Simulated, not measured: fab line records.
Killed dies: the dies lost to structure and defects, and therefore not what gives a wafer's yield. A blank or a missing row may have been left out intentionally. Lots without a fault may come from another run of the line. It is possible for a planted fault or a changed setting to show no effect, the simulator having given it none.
Matching of chambers | flow nand-harc | 4 sister chambers for NHARC_A_STAIRCASE_CMP_450 on cmp-01
The step polishes SiO2, target thk 200 nm. 4 wafers are shown with their chamber, then 12 later ones without.

EACH WAFER AND ITS CHAMBER
wafer  | chamber | motor-current-A (A)
L078.5 | 0       | 13.3
L087.2 | 1       | 12.6
L087.3 | 2       | 11.6
L087.5 | 3       | 13.2

WAFERS WITH NO CHAMBER GIVEN
wafer  | motor-current-A (A)
L088.2 | 12.6
L088.4 | 13.4
L088.5 | 13.2
L090.1 | 13.0
L090.3 | 12.7
L090.5 | 12.8
L091.1 | 13.2
L091.5 | 13.6
L091.6 | 13.4
L095.3 | 12.9
L095.5 | 13.5
L095.6 | 12.9

CHAMBER TAKEN BY EACH
wafer  | from the rows above          | in truth
L088.2 | 1                            | 1
L088.4 | can't be placed: 0 or 3      | 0
L088.5 | can't be placed: 3 or 0      | 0
L090.1 | can't be placed: 3 or 0 or 1 | 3
L090.3 | 1                            | 1
L090.5 | can't be placed: 1 or 3 or 0 | 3
L091.1 | can't be placed: 3 or 0      | 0
L091.5 | can't be placed: 0 or 3      | 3
L091.6 | can't be placed: 0 or 3      | 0
L095.3 | can't be placed: 3 or 1 or 0 | 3
L095.5 | can't be placed: 0 or 3      | 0
L095.6 | can't be placed: 3 or 1 or 0 | 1
Correctly placed: 2 of 12. Cannot be placed on the basis of these rows: 10; the candidates contain the true chamber in 10. Placed wrongly: 0.
How it was worked out, from the rows above alone: a wafer's distance from a chamber is the root of the sum, over the readings, of the square of ((its reading less the chamber's mean) divided by the reading's scatter). The wafer belongs to the nearest chamber; if the next one is less than 2 further off, it can't be placed. Each chamber's mean is taken over the wafers shown for it. The scatter: with one shown wafer a chamber, the root of the mean of the squares of how far each hidden wafer lies from its nearest shown one.
